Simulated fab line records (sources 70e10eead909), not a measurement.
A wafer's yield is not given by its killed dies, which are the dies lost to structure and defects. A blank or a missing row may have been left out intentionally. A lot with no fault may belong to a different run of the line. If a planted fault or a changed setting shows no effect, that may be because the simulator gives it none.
Which tool is to blame? -- flow nand_harc -- 14 lots, 42 wafers sampled, at 5 steps of a route of 1302

## WHAT THE GAUGES READ, wafer by wafer
NHARC_A_DECK1_JOINT_THK_MEAS_17: measures by ellipsometry. Usual: thk_nm at 45.0 nm, with a standard deviation of 1.2.
lot,measured,on,thk_nm (nm),flag
L448,day 12 18:25,film_metro-02,41.0 45.4 44.6,
L449,day 12 18:34,film_metro-01,41.6 44.7 44.5,
L450,day 13 01:06,film_metro-02,45.1 45.5 44.6,
L452,day 13 22:33,film_metro-01,43.7 43.0 46.5,
L454,day 14 17:00,film_metro-01,44.2 46.0 46.0,
L455,day 15 11:39,film_metro-02,44.5 44.9 46.6,
L456,day 16 08:28,film_metro-01,43.9 44.4 45.8,
L458,day 16 08:29,film_metro-01,44.8 43.2 44.8,
L457,day 16 15:05,film_metro-01,43.9 44.3 44.7,
L459,day 16 22:12,film_metro-01,43.9 46.4 45.1,
L460,day 17 05:06,film_metro-02,45.6 43.0 43.8,
L462,day 18 03:53,film_metro-02,43.3 46.0 44.0,
L470,day 22 02:16,film_metro-01,44.6 45.8 46.4,
L471,day 21 15:26,film_metro-02,47.2 44.5 45.3,

NHARC_A_ONON_D2_THK_MEAS_18: measures by ellipsometry. Usual: thk_nm at 1001 nm, with a standard deviation of 8.7.
lot,measured,on,thk_nm (nm),flag
L448,day 13 04:40,film_metro-02,1009 1009 1008,
L449,day 13 04:40,film_metro-01,985 987 987,
L450,day 13 11:59,film_metro-01,1010 1007 1008,
L452,day 14 09:24,film_metro-02,1007 1011 1008,
L454,day 15 03:51,film_metro-02,994 993 997,
L455,day 15 22:26,film_metro-02,994 993 993,
L456,day 16 19:02,film_metro-01,1010 1010 1010,
L458,day 16 19:02,film_metro-01,1002 1003 1001,
L457,day 17 04:42,film_metro-01,1002 1000 1002,
L459,day 17 08:25,film_metro-01,1000 1000 999,
L460,day 17 18:43,film_metro-01,1013 1012 1014,
L462,day 18 14:07,film_metro-01,987 988 988,
L470,day 22 12:28,film_metro-01,999 1001 997,
L471,day 22 01:52,film_metro-02,1014 1016 1015,

NHARC_END_SORT_01. Usual: killed_at_array 50, standard deviation 14; killed_at_other 0.9, standard deviation 1; killed_at_periphery 3.9, standard deviation 2.5; killed_dies 55, standard deviation 15; killed_open 3.5, standard deviation 1.9; killed_short 2.5, standard deviation 1.7.
lot,measured,on,killed_at_array,killed_at_other,killed_at_periphery,killed_dies,killed_open,killed_short,flag
L460,day 31 03:04,prober-01,93 89 113,0 0 0,5 11 7,98 100 120,2 5 5,2 4 2,OFF
L462,day 29 22:16,prober-01,90 137 134,0 0 2,6 5 8,96 142 144,5 10 2,2 0 6,OFF

## WHAT TOOL EACH LOT RAN ON (gives the tool, then ch and the chambers of the sampled wafers, and finally the start)
lot,NHARC_A_CHANNEL_FILL_D1_ALD_03,NHARC_A_DECK1_JOINT_DEP_06
L448,"ald_sin_batch-03 ch 0, day 12 01:04 or earlier","fcvd-02 ch 0,1, day 12 01:04"
L449,"ald_sin_batch-03 ch 0, day 12 01:04 or earlier","fcvd-01 ch 0,1, day 12 01:04"
L450,"ald_sin_batch-01 ch 0, day 12 09:32 or earlier","fcvd-01 ch 0, day 12 09:32"
L452,"ald_sin_batch-01 ch 0, day 13 04:22 or earlier","fcvd-01 ch 0,1, day 13 04:22"
L454,"ald_sin_batch-02 ch 0, day 14 00:55 or earlier","fcvd-02 ch 0,1, day 14 00:55"
L455,"ald_sin_batch-03 ch 0, day 14 19:23 or earlier","fcvd-01 ch 0,1, day 14 19:23"
L456,"ald_sin_batch-03 ch 0, day 15 14:04 or earlier","fcvd-01 ch 0,1, day 15 14:04"
L458,"ald_sin_batch-03 ch 0, day 15 14:07 or earlier","fcvd-02 ch 0,1, day 15 14:07"
L457,"ald_sin_batch-01 ch 0, day 15 18:18 or earlier","fcvd-01 ch 0,1, day 15 18:18"
L459,"ald_sin_batch-02 ch 0, day 16 04:16 or earlier","fcvd-02 ch 0,1, day 16 04:16"
L460,"ald_sin_batch-02 ch 0, day 16 09:41 or earlier","fcvd-02 ch 0,1, day 16 09:41"
L462,"ald_sin_batch-01 ch 0, day 17 13:03 or earlier","fcvd-02 ch 0,1, day 17 13:03"
L470,"ald_sin_batch-02 ch 0, day 21 03:48 or earlier","fcvd-02 ch 0,1, day 21 03:48"
L471,"ald_sin_batch-02 ch 0, day 21 00:01 or earlier","fcvd-01 ch 0,1, day 21 00:01"
- NHARC_A_CHANNEL_FILL_D1_ALD_03: deposits SiNx, target thk 6 nm, pulse time 60 s, ald cycles 58.
- NHARC_A_DECK1_JOINT_DEP_06: deposits SiOx, target thk 80 nm.

## AS READ BY THE TOOLS THEMSELVES (means over the sampled wafers that have a number; for cases with no such wafer, the mark the record gives instead)
NHARC_A_CHANNEL_FILL_D1_ALD_03. Usual: precursor_pulse_height_rel at 1.004, with a standard deviation of 0.02.
lot,tool,precursor_pulse_height_rel,flag
L448,ald_sin_batch-03,1.014,
L449,ald_sin_batch-03,1.001,
L450,ald_sin_batch-01,1.005,
L452,ald_sin_batch-01,1.015,
L454,ald_sin_batch-02,0.974,
L455,ald_sin_batch-03,1.010,
L456,ald_sin_batch-03,1.016,
L458,ald_sin_batch-03,1.004,
L457,ald_sin_batch-01,1.003,
L459,ald_sin_batch-02,0.986,
L460,ald_sin_batch-02,0.997,
L462,ald_sin_batch-01,1.012,
L470,ald_sin_batch-02,0.998,
L471,ald_sin_batch-02,1.007,

## THE ANSWER, worked out from the rows above alone
Rule: take the mean of a lot's wafers that have a number; if it is more than 3 standard deviations from the usual mean, the lot is off. Also off: a lot with no number at a reading for which 4 or more lots have one. Any other lot the step has rows for is counted as sound. Order of review: gauges by route order, followed by the tools' own readings, for which a lot's mean as printed above is used. At the first step where some lot is off, the reading lying furthest off is the one used; lots without a number count as furthest.
Off: L460, L462 (NHARC_END_SORT_01, killed_at_array). Neither off nor sound, because the step has no rows for them: L448, L449, L450, L452, L454, L455, L456, L458, L457, L459, L470, L471.
A tool fits if, at a process step before that reading, it ran every lot that is off, and no sound lot after the first of them. The gauges at NHARC_END_SORT_01 are tried like those tools. With no start given for some of its lots, NHARC_A_CHANNEL_FILL_D1_ALD_03 uses the hours and lot order of NHARC_A_DECK1_JOINT_DEP_06. Undecided on this evidence; 2 tools fit (fcvd-02 at NHARC_A_DECK1_JOINT_DEP_06, prober-01 at NHARC_END_SORT_01).

## WHAT HAD BEEN PUT IN BY THE SIMULATOR
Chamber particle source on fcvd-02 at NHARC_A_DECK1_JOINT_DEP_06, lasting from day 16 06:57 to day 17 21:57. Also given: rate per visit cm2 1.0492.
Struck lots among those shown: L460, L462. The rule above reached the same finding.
